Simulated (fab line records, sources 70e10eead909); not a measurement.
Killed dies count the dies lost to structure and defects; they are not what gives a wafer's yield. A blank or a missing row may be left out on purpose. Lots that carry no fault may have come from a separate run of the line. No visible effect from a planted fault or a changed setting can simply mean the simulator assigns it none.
Matching of chambers :: flow nand harc :: rie diel-08 running NHARC_A_CONTACT_ETCH_92: 4 sister chambers
The step etches the open film in CH3F/O2, target depth 40 nm, time 85.7 s. 14 wafers are shown with their chamber, then 7 later ones without.

## WAFERS PAIRED WITH THEIR CHAMBERS
wafer: L080.3
chamber: 0
showerhead plenum p Torr (Torr): 2.53
rf vpp V (V): 246.0
oes product au (a.u.): 0.93

wafer: L080.4
chamber: 2
showerhead plenum p Torr (Torr): 2.28
rf vpp V (V): 241.8
oes product au (a.u.): 0.93

wafer: L080.5
chamber: 2
showerhead plenum p Torr (Torr): 2.28
rf vpp V (V): 243.3
oes product au (a.u.): 0.93

wafer: L081.2
chamber: 3
showerhead plenum p Torr (Torr): 2.31
rf vpp V (V): 241.4
oes product au (a.u.): 1.00

wafer: L081.3
chamber: 2
showerhead plenum p Torr (Torr): 2.28
rf vpp V (V): 243.1
oes product au (a.u.): 1.01

wafer: L081.6
chamber: 2
showerhead plenum p Torr (Torr): 2.28
rf vpp V (V): 241.2
oes product au (a.u.): 1.00

wafer: L083.1
chamber: 1
showerhead plenum p Torr (Torr): 2.43
rf vpp V (V): 242.4
oes product au (a.u.): 1.01

wafer: L083.3
chamber: 2
showerhead plenum p Torr (Torr): 2.28
rf vpp V (V): 242.1
oes product au (a.u.): 1.00

wafer: L083.5
chamber: 1
showerhead plenum p Torr (Torr): 2.43
rf vpp V (V): 244.2
oes product au (a.u.): 1.01

wafer: L084.1
chamber: 3
showerhead plenum p Torr (Torr): 2.31
rf vpp V (V): 242.2
oes product au (a.u.): 0.94

wafer: L084.3
chamber: 2
showerhead plenum p Torr (Torr): 2.28
rf vpp V (V): 242.7
oes product au (a.u.): 0.94

wafer: L084.6
chamber: 2
showerhead plenum p Torr (Torr): 2.28
rf vpp V (V): 241.0
oes product au (a.u.): 0.94

wafer: L086.2
chamber: 3
showerhead plenum p Torr (Torr): 2.30
rf vpp V (V): 242.6
oes product au (a.u.): 0.93

wafer: L086.4
chamber: 2
showerhead plenum p Torr (Torr): 2.28
rf vpp V (V): 242.1
oes product au (a.u.): 0.93

SIGNATURES (means of the wafers above)
reading: showerhead plenum p Torr
chamber 0: 2.5300
chamber 1: 2.4300
chamber 2: 2.2800
chamber 3: 2.3067
scatter within a chamber: 0.00258

reading: rf vpp V
chamber 0: 246.000
chamber 1: 243.300
chamber 2: 242.162
chamber 3: 242.067
scatter within a chamber: 0.851

reading: oes product au
chamber 0: 0.9300
chamber 1: 1.0100
chamber 2: 0.9600
chamber 3: 0.9567
scatter within a chamber: 0.0347
Rule: distance of a wafer from a chamber = root of the sum over the readings of ((wafer's reading minus chamber's mean) / reading's scatter) squared. The wafer belongs to the nearest chamber; if the next one is less than 2 further off, it can't be placed. How the scatter is found: for the shown wafers, subtract from each reading the mean of its chamber, square and add these, divide the total by (wafers less chambers), then take the root.

## WAFERS WITHOUT THEIR CHAMBER
wafer: L086.6
showerhead plenum p Torr (Torr): 2.43
rf vpp V (V): 243.7
oes product au (a.u.): 0.92

wafer: L095.1
showerhead plenum p Torr (Torr): 2.51
rf vpp V (V): 244.3
oes product au (a.u.): 0.92

wafer: L095.4
showerhead plenum p Torr (Torr): 2.66
rf vpp V (V): 246.4
oes product au (a.u.): 0.93

wafer: L095.5
showerhead plenum p Torr (Torr): 2.30
rf vpp V (V): 242.0
oes product au (a.u.): 0.93

wafer: L097.1
showerhead plenum p Torr (Torr): 2.42
rf vpp V (V): 244.5
oes product au (a.u.): 0.94

wafer: L097.2
showerhead plenum p Torr (Torr): 2.30
rf vpp V (V): 242.9
oes product au (a.u.): 0.92

wafer: L097.4
showerhead plenum p Torr (Torr): 2.66
rf vpp V (V): 246.8
oes product au (a.u.): 0.93

## EACH ONE'S CHAMBER
wafer: L086.6
from the rows above: 1
in truth: 1

wafer: L095.1
from the rows above: 0
in truth: 0

wafer: L095.4
from the rows above: 0
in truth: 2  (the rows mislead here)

wafer: L095.5
from the rows above: 3
in truth: 3

wafer: L097.1
from the rows above: 1
in truth: 1

wafer: L097.2
from the rows above: 3
in truth: 3

wafer: L097.4
from the rows above: 0
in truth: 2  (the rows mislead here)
5 of 7 placed correctly. Left unplaced by these rows: 0. Wrongly placed: 2.
